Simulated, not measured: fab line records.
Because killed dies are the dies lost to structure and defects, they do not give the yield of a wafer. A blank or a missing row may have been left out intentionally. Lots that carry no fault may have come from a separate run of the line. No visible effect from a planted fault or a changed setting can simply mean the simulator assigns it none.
2 desks, one fault || flow nand_harc || every desk sees just its own numbers, and what lay behind them comes last

== THE METROLOGY DESK ==
What the gauges read, lot by lot, whatever tool the lot ran on: means of the sampled wafers that have a number. A lot is out of limits, marked OUT, if its mean lies more than 4 standard deviations from the usual mean; the brackets give that distance.
Columns: A = overlay_x_nm at NHARC_HYBRID_BOND_OVL_MEAS_05, usual -1 nm; B = overlay_y_nm at NHARC_HYBRID_BOND_OVL_MEAS_05, usual -2 nm; C = cd_nm at NHARC_THIN_TSV_CD_MEAS_12, usual 999.4 nm
{"lot": "L197", "first seen here": "day 19 04:55", "A": -19, "B": 0, "C": 998.5}
{"lot": "L202", "first seen here": "day 19 14:52", "A": -22, "B": 18, "C": 997.8}
{"lot": "L203", "first seen here": "day 19 14:52", "A": 21, "B": 9, "C": 1000.3}
{"lot": "L200", "first seen here": "day 20 01:47", "A": 13, "B": -6, "C": 1001.3}
{"lot": "L201", "first seen here": "day 20 06:58", "A": -20, "B": 25, "C": 999.1}
{"lot": "L204", "first seen here": "day 20 06:58", "A": 6, "B": -12, "C": 999.8}
{"lot": "L206", "first seen here": "day 20 18:54", "A": -40, "B": -0, "C": 999.3}
{"lot": "L205", "first seen here": "day 20 23:53", "A": -34, "B": -43, "C": 1000.8}
{"lot": "L211", "first seen here": "day 21 11:00", "A": 31, "B": -31, "C": 999.5}
{"lot": "L208", "first seen here": "day 21 11:01", "A": 13, "B": -3, "C": 997.7}
{"lot": "L209", "first seen here": "day 22 04:07", "A": 12, "B": -24, "C": 1000.4}
{"lot": "L213", "first seen here": "day 23 02:32", "A": -35, "B": -12, "C": 998.2}
{"lot": "L212", "first seen here": "day 23 02:33", "A": -0, "B": 37, "C": 998.0}
{"lot": "L220", "first seen here": "day 24 10:47", "A": 5, "B": 9, "C": 1000.2}
Result from this desk: across the 14 lots, nothing is out of limits.

== AT THE TOOL OWNER'S DESK: pvd_sputter-01 ==
The tool's own readings at NHARC_THIN_TSV_PVD_19 (deposits TaN, target thk 20 nm): means of the sampled wafers that have a number, for each lot that ran on this tool. A lot is out of limits, marked OUT, if its mean lies more than 4 standard deviations from the usual mean; the brackets give that distance.
Columns: A = chamber_pressure_pa at NHARC_THIN_TSV_PVD_19, usual 5.000 Pa; B = throttle_valve_pct at NHARC_THIN_TSV_PVD_19, usual 30.2 %
{"lot": "L203", "first seen here": "day 19 22:42", "A": 5.017, "B": 31.0}
{"lot": "L200", "first seen here": "day 20 08:19", "A": 4.993, "B": 29.5}
{"lot": "L204", "first seen here": "day 20 14:13", "A": 5.003, "B": 30.4}
{"lot": "L205", "first seen here": "day 21 05:58", "A": 5.000, "B": 30.3}
Result from this desk: across the 4 lots, nothing is out of limits.

== BROUGHT TOGETHER ==
Metrology desk: nothing out of limits seen.
The tool owner's desk saw nothing out of limits.

== WHAT WAS PUT IN BY THE SIMULATOR ==
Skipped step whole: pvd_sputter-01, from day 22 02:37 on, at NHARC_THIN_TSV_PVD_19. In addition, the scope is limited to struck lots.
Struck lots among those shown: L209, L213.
